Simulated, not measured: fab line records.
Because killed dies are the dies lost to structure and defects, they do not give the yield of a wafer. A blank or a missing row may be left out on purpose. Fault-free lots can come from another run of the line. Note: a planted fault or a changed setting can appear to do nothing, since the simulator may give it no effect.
Matching of chambers | flow n5-finfet | rie-diel-06 running N5_BEOL_M7_ETCH_62: 4 sister chambers
The step etches SOC in N2/H2, target depth 110 nm, overetch 22 nm, time 165 s. 4 wafers are shown with their chamber, then 9 later ones without.

## WAFERS, EACH WITH ITS CHAMBER
wafer  | chamber | showerhead-plenum-p-Torr (Torr)
L080.5 | 2       | 2.47
L084.4 | 3       | 2.44
L087.5 | 1       | 2.55
L087.6 | 0       | 2.64

## WAFERS WITH NO CHAMBER GIVEN
wafer  | showerhead-plenum-p-Torr (Torr)
L089.3 | 2.63
L089.5 | 2.63
L089.6 | 2.54
L091.2 | 2.43
L091.3 | 2.54
L091.5 | 2.54
L094.3 | 2.54
L094.4 | 2.63
L094.6 | 2.63

## WHICH CHAMBER EACH WENT THROUGH
wafer  | from the rows above | in truth
L089.3 | 0                   | 0
L089.5 | 0                   | 0
L089.6 | 1                   | 1
L091.2 | 3                   | 3
L091.3 | 1                   | 1
L091.5 | 1                   | 1
L094.3 | 1                   | 1
L094.4 | 0                   | 0
L094.6 | 0                   | 0
Correct placement for 9 of the 9. Can't be placed from these rows: 0. 0 placed wrongly.
How it was worked out, from the rows above alone: a wafer's distance from a chamber is the root of the sum, over the readings, of the square of ((its reading less the chamber's mean) divided by the reading's scatter). If the next closest chamber is less than 2 further off than the closest, the wafer can't be placed; otherwise it belongs to the closest. The mean given for a chamber averages the wafers shown for that chamber. The scatter: root of mean squared gap, hidden wafer to nearest shown wafer, with one shown wafer a chamber.
